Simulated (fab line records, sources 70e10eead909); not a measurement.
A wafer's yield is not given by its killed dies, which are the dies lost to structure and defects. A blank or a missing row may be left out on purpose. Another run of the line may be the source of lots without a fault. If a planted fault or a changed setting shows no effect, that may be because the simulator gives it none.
Chamber matching :: flow nand_harc :: rie_diel-11 running NHARC_A_M1_STRIP_18: 4 sister chambers
The step strips in N2/H2. 8 wafers are shown with their chamber, then 8 later ones without.

## EACH WAFER AND ITS CHAMBER
wafer: L313.2
chamber: 2
oes_product_au (a.u.): 1.001
throttle_valve_pct (%): 14.169

wafer: L318.3
chamber: 2
oes_product_au (a.u.): 0.995
throttle_valve_pct (%): 14.167

wafer: L318.6
chamber: 3
oes_product_au (a.u.): 1.022
throttle_valve_pct (%): 14.169

wafer: L322.5
chamber: 0
oes_product_au (a.u.): 0.968
throttle_valve_pct (%): 14.168

wafer: L324.2
chamber: 0
oes_product_au (a.u.): 0.972
throttle_valve_pct (%): 14.165

wafer: L324.3
chamber: 3
oes_product_au (a.u.): 1.021
throttle_valve_pct (%): 14.169

wafer: L324.6
chamber: 1
oes_product_au (a.u.): 0.986
throttle_valve_pct (%): 14.171

wafer: L327.1
chamber: 1
oes_product_au (a.u.): 0.974
throttle_valve_pct (%): 14.173

## WAFERS WITHOUT THEIR CHAMBER
wafer: L327.3
oes_product_au (a.u.): 0.989
throttle_valve_pct (%): 14.177

wafer: L327.4
oes_product_au (a.u.): 0.990
throttle_valve_pct (%): 14.165

wafer: L328.3
oes_product_au (a.u.): 0.992
throttle_valve_pct (%): 14.173

wafer: L328.5
oes_product_au (a.u.): 0.979
throttle_valve_pct (%): 14.173

wafer: L328.6
oes_product_au (a.u.): 0.983
throttle_valve_pct (%): 14.174

wafer: L330.2
oes_product_au (a.u.): 0.991
throttle_valve_pct (%): 14.170

wafer: L330.3
oes_product_au (a.u.): 1.030
throttle_valve_pct (%): 14.163

wafer: L330.4
oes_product_au (a.u.): 1.002
throttle_valve_pct (%): 14.169

## CHAMBER TAKEN BY EACH
wafer: L327.3
from the rows above: 1
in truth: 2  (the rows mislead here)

wafer: L327.4
from the rows above: can't be placed: 2 or 0
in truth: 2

wafer: L328.3
from the rows above: can't be placed: 1 or 2
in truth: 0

wafer: L328.5
from the rows above: 1
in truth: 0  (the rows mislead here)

wafer: L328.6
from the rows above: 1
in truth: 1

wafer: L330.2
from the rows above: can't be placed: 2 or 1
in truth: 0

wafer: L330.3
from the rows above: 3
in truth: 3

wafer: L330.4
from the rows above: 2
in truth: 2
Placed correctly: 3 of 8. Can't be placed from these rows: 3 (the true chamber is among the candidates in 1). Number placed wrongly: 2.
How it was worked out, from the rows above alone: a wafer's distance from a chamber is the root of the sum, over the readings, of the square of ((its reading less the chamber's mean) divided by the reading's scatter). If the next closest chamber is less than 2 further off than the closest, the wafer can't be placed; otherwise it belongs to the closest. The mean given for a chamber averages the wafers shown for that chamber. The scatter is the square root of a quotient: the sum, over the shown wafers, of each reading's squared deviation from its chamber's mean, divided by wafers minus chambers.
